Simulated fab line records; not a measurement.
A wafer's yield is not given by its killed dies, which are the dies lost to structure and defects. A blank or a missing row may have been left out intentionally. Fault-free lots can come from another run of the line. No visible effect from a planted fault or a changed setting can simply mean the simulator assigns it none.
fab line records	flow n5-finfet
[record] lots = 7	wafers = 21
route steps=1938 shown BEOL_M11@1541 BEOL_M12@1602
start-h: hours from the record's first day to the start of the lot's first wafer shown	wait-h: hours from the lot's prior step to this one	" same as the row above	L1.1+2: a single row standing in for several wafers	- no value present, or no start provided	* or withheld: withheld	< > ~ a bound
route shown NAME@n: names a module that has steps shown in the file, with the first one's number in the route	usual: mean/standard deviation of fault-free wafers	same: alike in all rows	chamber/n: place in a boat	sites: each site's reading	_std_site: standard deviation across them	_edge_site: mean of outer sites minus mean of inner sites	radius-mm: how far each site lies from the wafer's centre	mask NAME#n: copy n	behind: the last tool/chamber to shape the wafer	hold: why the lot was held/for how many hours/how that ended	device: which transistor (n, p or np) failed to switch	end of line: the tests these same wafers got at the end of their route	step lacking rows: just its recipe	killed: dies that structure and defects cost at the first sort, which is not the same as the wafer's yield	map: shows each die of a wafer: x if killed, . if not, _ if none is there
set.NAME: setting as actually run; set.NAME@STEP: the setting as run at that earlier step	model.NAME: the simulator's own value behind a step, which no gauge read
lots where settings were altered on purpose, with a table for each step and a row for each wafer
[[steps]]
[step N5_BEOL_M11_COAT_59]
[recipe] resist = SOC	temp-c = 250	time-s = 60	spin-rpm = 1500	resist-thk-nm = 100
lot.wafer	tool	chamber	start-h	wait-h	set.spin-rpm	model.SOC_of_BEOL_M11_COAT_59.thk-nm
L074.2	litho-track-04	0	211.25	0.1	1500	100
L074.3	"	0	"	"	1500	99.8
L074.5	"	0	"	"	1500	100.4
L077.2+5	litho-track-03	0	230.09	0.1	1547	98.6
L077.3	"	0	"	"	1500	100
L087.1+2	litho-track-03	0	298.86	0.1	1500	100.4
L087.4	"	0	"	"	1500	100.2
L088.1	litho-track-04	0	309.70	0.1	1500	99.6
L088.3	"	0	"	"	1500	99.8
L088.5	"	0	"	"	1500	100
L093.4	litho-track-04	0	338.30	0.0	1609	96.4
L093.5	"	0	"	"	1500	99.8
L093.6	"	0	"	"	1609	96.6
L095.2	litho-track-03	0	356.72	0.1	1427	103.2
L095.3+4	"	0	"	"	1500	100.4
L096.1	litho-track-03	0	361.10	0.1	1500	100.4
L096.2	"	0	"	"	1500	100
L096.4	"	0	"	"	1500	100.6
[step N5_BEOL_M11_COAT_60]
[recipe] resist = SiARC	temp-c = 220	time-s = 60	spin-rpm = 1500	resist-thk-nm = 30
[step N5_BEOL_M11_COAT_05]
[recipe] resist = CAR-ArF	spin-rpm = 1500	resist-thk-nm = 90
[step N5_BEOL_M11_DESCUM_16]
[recipe] chemistry = O2	time-s = 7.9	source-power-w = 50	bias-power-w = 20	pressure-mtorr = 20	rf-frequency-hz = 2.712e+07	temp-c = 40	resist = CAR-ArF	o2-flow-sccm = 225
[step N5_BEOL_M11_ETCH_61]
[recipe] chemistry = CF4	target = SiARC	target-depth-a = 390	mask-material = CAR-ArF	time-s = 65	ion-energy-ev = 80	pressure-mtorr = 40	source-w = 545	bias-w = 36	Ar_flow_sccm = 100	cf4-flow-sccm = 100	ends = cleared
[step N5_BEOL_M11_ETCH_62]
[recipe] chemistry = N2/H2	target = SOC	target-depth-a = 1100	overetch-a = 220	mask-material = SiARC	temp-c = 40	time-s = 165	ion-energy-ev = 200	pressure-mtorr = 30	source-w = 840	bias-w = 150	n2-flow-sccm = 200	h2-flow-sccm = 200
lot.wafer	tool	chamber	start-h	wait-h	set.spin-rpm@BEOL_M11_COAT_59	model.etch.depth-nm
L074.2	rie-diel-02	2	211.80	0.0	1500	100.1
L074.3	"	0	"	"	1500	99.86
L074.5	"	0	"	"	1500	100.3
L077.2	rie-diel-06	1	230.63	0.0	1547	98.64
L077.3	"	2	"	"	1500	100.1
L077.5	"	3	"	"	1547	98.6
L087.1	rie-diel-06	2	299.40	0.0	1500	100.5
L087.2+4	"	3,1	"	"	1500	100.3
L088.1	rie-diel-02	0	310.31	0.0	1500	99.67
L088.3	"	1	"	"	1500	99.85
L088.5	"	0	"	"	1500	99.97
L093.4	rie-diel-03	2	338.78	0.1	1609	96.48
L093.5	"	3	"	"	1500	99.77
L093.6	"	0	"	"	1609	96.58
L095.2	rie-diel-03	3	357.13	0.0	1427	103.1
L095.3+4	"	1,2	"	"	1500	100.4
L096.1	rie-diel-06	3	361.66	0.0	1500	100.3
L096.2	"	1	"	"	1500	100
L096.4	"	0	"	"	1500	100.6
[step N5_BEOL_M11_STRIP_68]
[recipe] chemistry = N2/H2	temp-c = 40	n2-flow-sccm = 200	h2-flow-sccm = 200	rf-frequency-hz = 6e+07
[step N5_BEOL_M11_STRIP_67]
[recipe] chemistry = CF4	resist = SiARC	power-w = 300	bias-power-w = 75	pressure-mtorr = 50	cf4-flow-sccm = 150	rf-frequency-hz = 6e+07
[step N5_BEOL_M11_HM_OPEN_17]
[recipe] chemistry = Cl2/BCl3	target-depth-a = 200	overetch-a = 60	target = TiN	mask-material = SOC	ion-energy-ev = 150	pressure-mtorr = 10	icp-w = 1000	bias-w = 126	Cl2_flow_sccm = 53.25	bcl3-flow-sccm = 21.75	Ar_flow_sccm = 25
lot.wafer	tool	chamber	start-h	wait-h	set.spin-rpm@BEOL_M11_COAT_59	model.SOC_of_BEOL_M11_COAT_59.thk-nm
L074.2	rie-metal-03	0	211.98	0.0	1500	92.8
L074.3	"	0	"	"	1500	92.6
L074.5	"	0	"	"	1500	93.2
L077.2+5	rie-metal-01	1,0	230.82	0.0	1547	90.8
L077.3	"	0	"	"	1500	92.2
L087.1	rie-metal-02	1	299.59	0.0	1500	93
L087.2	"	0	"	"	1500	92.2
L087.4	"	1	"	"	1500	92.8
L088.1	rie-metal-03	1	310.49	0.0	1500	91.8
L088.3	"	0	"	"	1500	92.8
L088.5	"	0	"	"	1500	93
L093.4	rie-metal-03	0	338.93	0.1	1609	89.4
L093.5	"	1	"	"	1500	91.8
L093.6	"	0	"	"	1609	89.6
L095.2	rie-metal-02	0	357.32	0.0	1427	95
L095.3	"	1	"	"	1500	93
L095.4	"	0	"	"	1500	92.2
L096.1	rie-metal-03	0	361.84	0.0	1500	93.2
L096.2	"	1	"	"	1500	92.2
L096.4	"	0	"	"	1500	93.4
[step N5_BEOL_M11_STRIP_19]
[recipe] chemistry = O2	power-w = 400	temp-c = 40	pressure-mtorr = 30	rf-frequency-hz = 6e+07	bias-power-w = 0	overash-fraction = 0.2	o2-flow-sccm = 225
[step N5_BEOL_M11_STRIP_77]
[recipe] chemistry = N2/H2	time-s = 10	power-w = 450	temp-c = 40	pressure-mtorr = 20	rf-frequency-hz = 6e+07	bias-power-w = 7	n2-flow-sccm = 200	h2-flow-sccm = 200
[step N5_BEOL_M11_HM_STRIP_39]
[recipe] chemistry = peroxide-tin-strip	material = TiN	target-depth-a = 250	temp-c = 50	time-s = 158
lot.wafer	tool	chamber	start-h	wait-h	set.temp-c@BEOL_M11_PECVD_70	model.SiO2_of_BEOL_M11_PECVD_70.thk-nm
L074.2+3	wet-bench-03	6,2	213.89	0.0	400	19.4
L074.5	"	7	"	"	400	19.6
L077.2	wet-bench-03	6	232.05	0.0	400	19.6
L077.3	"	4	"	"	400	19.8
L077.5	"	7	"	"	400	20
L087.1+4	wet-bench-03	1,2	302.43	0.0	400	19.8
L087.2	"	7	"	"	400	19.4
L088.1	wet-bench-01	6	314.10	0.0	400	19.4
L088.3	"	2	"	"	412.5	17.6
L088.5	"	1	"	"	400	19.6
L093.4+6	wet-bench-01	1,5	340.00	0.0	408.9	18.6
L093.5	"	6	"	"	400	20.4
L095.2	wet-bench-03	2	358.53	0.0	400	20
L095.3	"	1	"	"	400	20.2
L095.4	"	3	"	"	400	20.4
L096.1+2	wet-bench-03	7,0	365.80	0.0	400	19.8
L096.4	"	5	"	"	383	22.6
[step N5_BEOL_M12_ILD_DEP_00]
[recipe] material = SiOC	target-thk-a = 6589.2	temp-c = 350	precursor = DEMS/O2	pressure-torr = 5	rf-w = 500	time-s = 130.7
lot.wafer	tool	chamber	start-h	wait-h	set.time-s	model.SiOC_of_BEOL_M12_ILD_DEP_00.thk-nm
L074.2	pecvd-04	0	217.87	0.0	130.7	648.8
L074.3	"	0	"	"	130.7	661.6
L074.5	"	0	"	"	130.7	660.8
L077.2	pecvd-04	2	235.65	0.0	130.7	658.2
L077.3	"	1	"	"	130.7	647.6
L077.5	"	0	"	"	147.1	744.8
L087.1	pecvd-01	2	304.98	0.0	130.7	642.2
L087.2	"	0	"	"	130.7	647.2
L087.4	"	1	"	"	130.7	653.2
L088.1	pecvd-02	1	316.62	0.0	130.7	649.4
L088.3	"	0	"	"	130.7	656.6
L088.5	"	1	"	"	130.7	661.6
L093.4	pecvd-04	2	344.80	0.1	130.7	679.2
L093.5	"	1	"	"	130.7	666.2
L093.6	"	0	"	"	119.1	618.6
L095.2	pecvd-01	2	362.43	0.0	130.7	655.6
L095.3	"	1	"	"	130.7	651.2
L095.4	"	2	"	"	149.7	759.4
L096.1	pecvd-04	1	369.02	0.0	118.9	601.6
L096.2	"	0	"	"	118.9	594.6
L096.4	"	2	"	"	130.7	677
[step N5_BEOL_M12_THK_MEAS_01]
[recipe] reads = SiOC_of_BEOL_M12_ILD_DEP_00
[usual] M12_ILD_THK = 660/8.7
lot.wafer	tool	chamber	start-h	wait-h	set.time-s@BEOL_M12_ILD_DEP_00	M12_ILD_THK[nm]
L074.2	film-metro-01	-	218.05	0.1	130.7	649
L074.3	"	-	"	"	130.7	662
L074.5	"	-	"	"	130.7	661
L077.2	film-metro-01	-	235.78	0.1	130.7	659
L077.3	"	-	"	"	130.7	647
L077.5	"	-	"	"	147.1	745
L087.1	film-metro-01	-	305.11	0.1	130.7	642
L087.2	"	-	"	"	130.7	647
L087.4	"	-	"	"	130.7	654
L088.1	film-metro-01	-	316.75	0.1	130.7	650
L088.3	"	-	"	"	130.7	657
L088.5	"	-	"	"	130.7	661
L093.4	film-metro-01	-	344.88	0.0	130.7	679
L093.5	"	-	"	"	130.7	666
L093.6	"	-	"	"	119.1	618
L095.2	film-metro-01	-	362.56	0.1	130.7	656
L095.3	"	-	"	"	130.7	651
L095.4	"	-	"	"	149.7	759
L096.1	film-metro-02	-	369.15	0.1	118.9	602
L096.2	"	-	"	"	118.9	595
L096.4	"	-	"	"	130.7	677
[step N5_BEOL_M12_COAT_04]
[recipe] spin-rpm = 1625	resist-thk-nm = 400
lot.wafer	tool	chamber	start-h	wait-h	set.spin-rpm	model.coat_of_BEOL_M12_COAT_04.thk-nm
L074.2+5	litho-track-01	0	-	-	1625	400.8
L074.3	"	0	"	"	1625	401.6
L077.2	litho-track-02	0	-	-	1567	406.4
L077.3	"	0	"	"	1625	399.2
L077.5	"	0	"	"	1567	407.4
L087.1	litho-track-02	0	-	-	1453	424
L087.2	"	0	"	"	1453	424.2
L087.4	"	0	"	"	1625	401.2
L088.1	litho-track-02	0	-	-	1678	394.8
L088.3	"	0	"	"	1625	401.2
L088.5	"	0	"	"	1625	400.6
L093.4	litho-track-02	0	-	-	1625	400
L093.5+6	"	0	"	"	1625	399.2
L095.2+3	litho-track-02	0	-	-	1720	389
L095.4	"	0	"	"	1720	390.2
L096.1	litho-track-01	0	-	-	1698	390
L096.2	"	0	"	"	1625	399
L096.4	"	0	"	"	1698	391.4
[step N5_BEOL_M12_EBR_06]
[recipe] solvent = PGMEA	ebr-width-mm = 1.5
[step N5_BEOL_M12_SOFTBAKE_05]
[recipe] temp-c = 130	time-s = 60
[step N5_BEOL_M12_DESCUM_15]
[recipe] chemistry = O2	time-s = 7.9	source-power-w = 50	bias-power-w = 20	pressure-mtorr = 20	rf-frequency-hz = 2.712e+07	temp-c = 40	o2-flow-sccm = 225
[step N5_BEOL_M12_ETCH_59]
[recipe] chemistry = N2/H2	target = BARC	target-depth-a = 890	overetch-a = 267	time-s = 67.9	ion-energy-ev = 200	pressure-mtorr = 30	source-w = 840	bias-w = 150	n2-flow-sccm = 200	h2-flow-sccm = 200
lot.wafer	tool	chamber	start-h	wait-h	set.spin-rpm@BEOL_M12_COAT_04	model.coat_of_BEOL_M12_COAT_04.thk-nm
L074.2	rie-diel-05	2	218.48	0.0	1625	319
L074.3+5	"	3,0	"	"	1625	318
L077.2	rie-diel-01	2	236.37	0.0	1567	324.8
L077.3	"	0	"	"	1625	317.4
L077.5	"	0	"	"	1567	325.8
L087.1	rie-diel-05	3	305.66	0.0	1453	341
L087.2	"	0	"	"	1453	342
L087.4	"	0	"	"	1625	319.4
L088.1	rie-diel-04	1	317.31	0.0	1678	313.8
L088.3+5	"	2,1	"	"	1625	319.2
L093.4	rie-diel-04	0	345.31	0.0	1625	317.4
L093.5	"	1	"	"	1625	318.6
L093.6	"	2	"	"	1625	317
L095.2	rie-diel-01	1	363.10	0.0	1720	305
L095.3	"	3	"	"	1720	306.6
L095.4	"	2	"	"	1720	310.8
L096.1	rie-diel-01	2	369.58	0.0	1698	310.6
L096.2	"	1	"	"	1625	314.8
L096.4	"	3	"	"	1698	309
[step N5_BEOL_M12_VIA_ETCH_16]
[recipe] chemistry = C4F8/O2/Ar	target = SiOC	pressure-mtorr = 30	source-w = 3000	bias-w = 700	Ar_flow_sccm = 400	C4F8_flow_sccm = 15	O2_flow_sccm = 8	he-inner-torr = 15	he-outer-torr = 30	target-depth-a = 7248	time-s = withheld	ion-energy-ev = 250	ends = cleared
lot.wafer	tool	chamber	start-h	wait-h	set.time-s@BEOL_M12_ILD_DEP_00	set.spin-rpm@BEOL_M12_COAT_04	model.etch.depth-nm	model.coat_of_BEOL_M12_COAT_04.thk-nm
L074.2	rie-diel-05	2	218.53	0.0	*	1625	648.9	127.6
L074.3	"	3	"	"	*	1625	661.5	122.8
L074.5	"	0	"	"	*	1625	660.7	123.2
L077.2	rie-diel-01	2	236.42	0.0	*	1567	658.2	130.6
L077.3	"	0	"	"	*	1625	647.5	126.4
L077.5	"	0	"	"	*	1567	744.8	106.2
L087.1	rie-diel-05	3	305.71	0.0	*	1453	642.2	151.4
L087.2	"	0	"	"	*	1453	647.3	151
L087.4	"	0	"	"	*	1625	653.2	126.8
L088.1	rie-diel-04	1	317.36	0.0	*	1678	649.4	122.2
L088.3	"	2	"	"	*	1625	656.5	125.6
L088.5	"	1	"	"	*	1625	661.5	124
L093.4	rie-diel-04	0	345.36	0.0	*	1625	679.2	117
L093.5	"	1	"	"	*	1625	666.1	122.2
L093.6	"	2	"	"	*	1625	618.6	134.4
L095.2	rie-diel-01	1	363.15	0.0	*	1720	655.7	111.6
L095.3	"	3	"	"	*	1720	651.2	114.6
L095.4	"	2	"	"	*	1720	759.5	86.8
L096.1	rie-diel-01	2	369.63	0.0	*	1698	601.7	133.2
L096.2	"	1	"	"	*	1625	594.6	139.4
L096.4	"	3	"	"	*	1698	676.9	109.2
[step N5_BEOL_M12_STRIP_63]
[recipe] chemistry = N2/H2	power-w = 1000	temp-c = 250	h2-frac = 0.65	overash-fraction = 0.3	pressure-mtorr = 1000	n2-flow-sccm = 1750	h2-flow-sccm = 3250
[usual] strip-time-to-endpoint-s = 42.8/0.86
lot.wafer	tool	chamber	start-h	wait-h	set.time-s@BEOL_M12_ILD_DEP_00	set.spin-rpm@BEOL_M12_COAT_04	strip-time-to-endpoint-s
L074.2	plasma-asher-02	1	218.73	-	130.7	1625	43.7
L074.3	"	1	"	"	130.7	1625	42.4
L074.5	"	1	"	"	130.7	1625	42.5
L077.2	plasma-asher-01	1	236.62	-	130.7	1567	44.5
L077.3	"	0	"	"	130.7	1625	43.4
L077.5	"	1	"	"	147.1	1567	37.9
L087.1	plasma-asher-02	0	305.93	-	130.7	1453	50.1
L087.2	"	1	"	"	130.7	1453	50.0
L087.4	"	1	"	"	130.7	1625	43.5
L088.1	plasma-asher-01	1	318.12	-	130.7	1678	42.2
L088.3	"	0	"	"	130.7	1625	43.2
L088.5	"	0	"	"	130.7	1625	42.8
L093.4	plasma-asher-02	0	345.58	-	130.7	1625	40.8
L093.5	"	1	"	"	130.7	1625	42.3
L093.6	"	0	"	"	119.1	1625	45.6
L095.2	plasma-asher-02	1	363.35	-	130.7	1720	39.4
L095.3	"	0	"	"	130.7	1720	40.2
L095.4	"	1	"	"	149.7	1720	32.5
L096.1	plasma-asher-01	0	369.83	-	118.9	1698	45.2
L096.2	"	1	"	"	118.9	1625	46.9
L096.4	"	0	"	"	130.7	1698	38.7
[step N5_BEOL_M12_STRIP_64]
[recipe] chemistry = N2/H2	power-w = 1000	temp-c = 250	h2-frac = 0.65	overash-fraction = 0.3	pressure-mtorr = withheld	n2-flow-sccm = 1750	h2-flow-sccm = 3250
[step N5_BEOL_M12_STRIP_71]
[recipe] chemistry = post-etch-residue-remover	time-s = 60	temp-c = 25	remover-ph = withheld	remover-water-wt-pct = withheld	remover-fluoride-wt-pct = withheld
[step N5_BEOL_M12_STRIP_37]
[recipe] chemistry = N2/H2	power-w = 1000	temp-c = 250	h2-frac = 0.65	overash-fraction = 0.3	pressure-mtorr = withheld	n2-flow-sccm = 1750	h2-flow-sccm = 3250
[step N5_BEOL_M12_ETCH_38]
[recipe] chemistry = CF4/N2	target = SiCN	target-depth-a = 687	taper-deg = 2	time-s = 73.4	ion-energy-ev = 150	mask-material = SiO2	pressure-mtorr = 40	source-w = 430	bias-w = 70	Ar_flow_sccm = 100	cf4-flow-sccm = 60	n2-flow-sccm = 60
lot.wafer	tool	chamber	start-h	wait-h	set.time-s@BEOL_M12_ILD_DEP_00	model.SiOC_of_BEOL_M12_ILD_DEP_00.thk-nm
L074.2	rie-diel-01	1	222.43	-	130.7	601.6
L074.3	"	0	"	"	130.7	612.4
L074.5	"	0	"	"	130.7	611.4
L077.2	rie-diel-04	1	239.64	-	130.7	609.6
L077.3	"	3	"	"	130.7	599.4
L077.5	"	1	"	"	147.1	695.8
L087.1	rie-diel-01	3	307.43	-	130.7	592.6
L087.2	"	2	"	"	130.7	600.6
L087.4	"	0	"	"	130.7	604
L088.1	rie-diel-04	3	321.89	-	130.7	599.2
L088.3	"	1	"	"	130.7	608.4
L088.5	"	3	"	"	130.7	610.8
L093.4	rie-diel-05	1	350.32	-	130.7	633.2
L093.5	"	1	"	"	130.7	619.8
L093.6	"	2	"	"	119.1	568.8
L095.2	rie-diel-01	2	366.40	-	130.7	609.2
L095.3	"	3	"	"	130.7	602
L095.4	"	1	"	"	149.7	710.2
L096.1	rie-diel-01	2	371.35	-	118.9	555
L096.2	"	1	"	"	118.9	545
L096.4	"	2	"	"	130.7	630.6
[[key]]
[split] step = N5_BEOL_M11_COAT_59	setting = spin-rpm	stated = 1500	by = wafer
[response] step = N5_BEOL_M11_COAT_59	reading = model.SOC_of_BEOL_M11_COAT_59.thk-nm	change = -0.487	per = 1%	r = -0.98
[response] step = N5_BEOL_M11_ETCH_62	reading = model.etch.depth-nm	change = -0.479	per = 1%	r = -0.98
[response] step = N5_BEOL_M11_HM_OPEN_17	reading = model.SOC_of_BEOL_M11_COAT_59.thk-nm	change = -0.38	per = 1%	r = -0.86
[split] step = N5_BEOL_M12_ILD_DEP_00	setting = time-s	stated = 130.7	by = wafer
[response] step = N5_BEOL_M12_ILD_DEP_00	reading = model.SiOC_of_BEOL_M12_ILD_DEP_00.thk-nm	change = +7.35	per = 1%	r = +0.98
[response] step = N5_BEOL_M12_THK_MEAS_01	reading = M12_ILD_THK	change = +7.34	per = 1%	r = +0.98
[response] step = N5_BEOL_M12_VIA_ETCH_16	reading = model.etch.depth-nm	change = +7.35	per = 1%	r = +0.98
[response] step = N5_BEOL_M12_STRIP_63	reading = strip-time-to-endpoint-s	change = *	per = 1%	r = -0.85
[response] step = N5_BEOL_M12_ETCH_38	reading = model.SiOC_of_BEOL_M12_ILD_DEP_00.thk-nm	change = +7.38	per = 1%	r = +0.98
[response] step = N5_BEOL_M12_VIA_ETCH_16	reading = model.coat_of_BEOL_M12_COAT_04.thk-nm	slope = -1.97	per = 1%	together-with = spin-rpm@BEOL_M12_COAT_04	explained = 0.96
[split] step = N5_BEOL_M12_COAT_04	setting = spin-rpm	stated = 1625	by = wafer
[response] step = N5_BEOL_M12_COAT_04	reading = model.coat_of_BEOL_M12_COAT_04.thk-nm	change = -2.1	per = 1%	r = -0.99
[response] step = N5_BEOL_M12_ETCH_59	reading = model.coat_of_BEOL_M12_COAT_04.thk-nm	change = -1.94	per = 1%	r = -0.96
[response] step = N5_BEOL_M12_VIA_ETCH_16	reading = model.coat_of_BEOL_M12_COAT_04.thk-nm	slope = -2.08	per = 1%	together-with = time-s@BEOL_M12_ILD_DEP_00	explained = 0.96
[response] step = N5_BEOL_M12_STRIP_63	reading = strip-time-to-endpoint-s	slope = *	per = 1%	together-with = time-s@BEOL_M12_ILD_DEP_00	explained = 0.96
split outside-this-file step=N5_BEOL_M11_PECVD_70 setting=temp-c
// split outside-this-file: this setting was split too, and the file shows its column; the key of that split is in another file
